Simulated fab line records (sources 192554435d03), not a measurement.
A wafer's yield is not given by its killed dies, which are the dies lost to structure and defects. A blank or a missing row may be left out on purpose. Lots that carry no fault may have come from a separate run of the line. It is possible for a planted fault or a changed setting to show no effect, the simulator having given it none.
Lot-split experiment    flow n5 finfet    21 wafers read across 7 lots, on a route 1938 steps long

## ABOUT THE SPLIT
At N5_BEOL_M14_ETCH_59 (etches BARC in N2/H2, target depth 89 nm, overetch 26.7 nm, time 67.9 s), the setting time s was moved away from the recipe's 67.9 s on 5 of the 21 wafers read, by -14.4% to +14.6%. The other wafers ran this setting at the recipe's value.

The reading is taken at the split's own step.

## THE READING
coat_of_BEOL_M14_COAT_04.thk nm (the simulator's own value, which no gauge read), in nm, at N5_BEOL_M14_ETCH_59 (etches BARC in N2/H2, target depth 89 nm, overetch 26.7 nm, time 67.9 s). The file gives no usual value for it. The 16 wafers here that ran the recipe average 716.5 nm, standard deviation 3.1 nm.

wafer   tool, chamber at the split  time s as run, s  against the recipe  coat_of_BEOL_M14_COAT_04.thk nm, nm  against lot-mates on the recipe
L075.4  rie diel-05, 1              67.9              recipe              723.6                                -
L075.5  rie diel-05, 3              67.9              recipe              719.4                                -
L075.6  rie diel-05, 2              77.82             +14.6%              709.2                                -12.3
L076.2  rie diel-03, 3              76.7              +13.0%              708.4                                -10.9
L076.3  rie diel-03, 2              67.9              recipe              717.8                                -
L076.5  rie diel-03, 2              67.9              recipe              720.8                                -
L077.2  rie diel-03, 0              67.9              recipe              716.6                                -
L077.3  rie diel-03, 3              67.9              recipe              715.4                                -
L077.6  rie diel-03, 3              67.9              recipe              716.8                                -
L080.2  rie diel-03, 1              60.4              -11.0%              717.4                                +5.7
L080.3  rie diel-03, 0              67.9              recipe              709.8                                -
L080.5  rie diel-03, 1              67.9              recipe              713.6                                -
L087.1  rie diel-04, 1,0            67.9              recipe              717.8                                -
L087.3  rie diel-04, 1,0            67.9              recipe              717.8                                -
L087.4  rie diel-04, 3              58.15             -14.4%              725.2                                +7.4
L092.4  rie diel-03, 1              67.9              recipe              714.6                                -
L092.5  rie diel-03, 2              67.9              recipe              716.8                                -
L092.6  rie diel-03, 1              67.9              recipe              714.2                                -
L097.1  rie diel-04, 1              67.9              recipe              715.4                                -
L097.4  rie diel-04, 3              76.84             +13.2%              709.8                                -4.6
L097.6  rie diel-04, 2              67.9              recipe              713.4                                -
The file does not say which wafer passed through which chamber wherever a row lists several chambers: such a row stands for several wafers.

FIT RESULTS
A straight line over all 21 wafers: coat_of_BEOL_M14_COAT_04.thk nm changes by -0.488 nm for each +1% of time s; r = -0.73; the points scatter about the line by 3.1 nm.
The same after taking each lot's own level away (the mean of its wafers on the recipe; 21 wafers): -0.619 nm for each +1%; r = -0.92; scatter 1.8 nm.
On that fit, the largest move of time s shifts the reading by 9.1 nm.
The span of the lots' own levels, 711.70 to 721.50 nm, comes to 3.1 times the standard deviation stated above.
So the lot-to-lot level blurs the effect unless lot-mates are compared.
Check: -8.2 nm against its lot-mates is what the line predicts for one of the wafers moved furthest among these (+14.6%) when that wafer is left out of the fit. Against them it came out at -12.3 nm.

## THE OTHER SPLITS THESE WAFERS WENT THROUGH
These wafers also went through other splits before the reading. Each is held against what the fit with the lots' levels taken away leaves over:
other split on the same wafers  wafers away from the commonest value  r with coat_of_BEOL_M14_COAT_04.thk nm (lot level and that fit taken away)
N5_BEOL_M11_ALD_74 ald cycles   5                                     +0.22
N5_BEOL_M12_SPUTTER_44 time s   11                                    -0.17
N5_BEOL_M14_PEB_08 peb time s   12                                    +0.17

## FILE'S OWN FIT
coat_of_BEOL_M14_COAT_04.thk nm changes by -0.624 nm for each +1% of time s, r = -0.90.
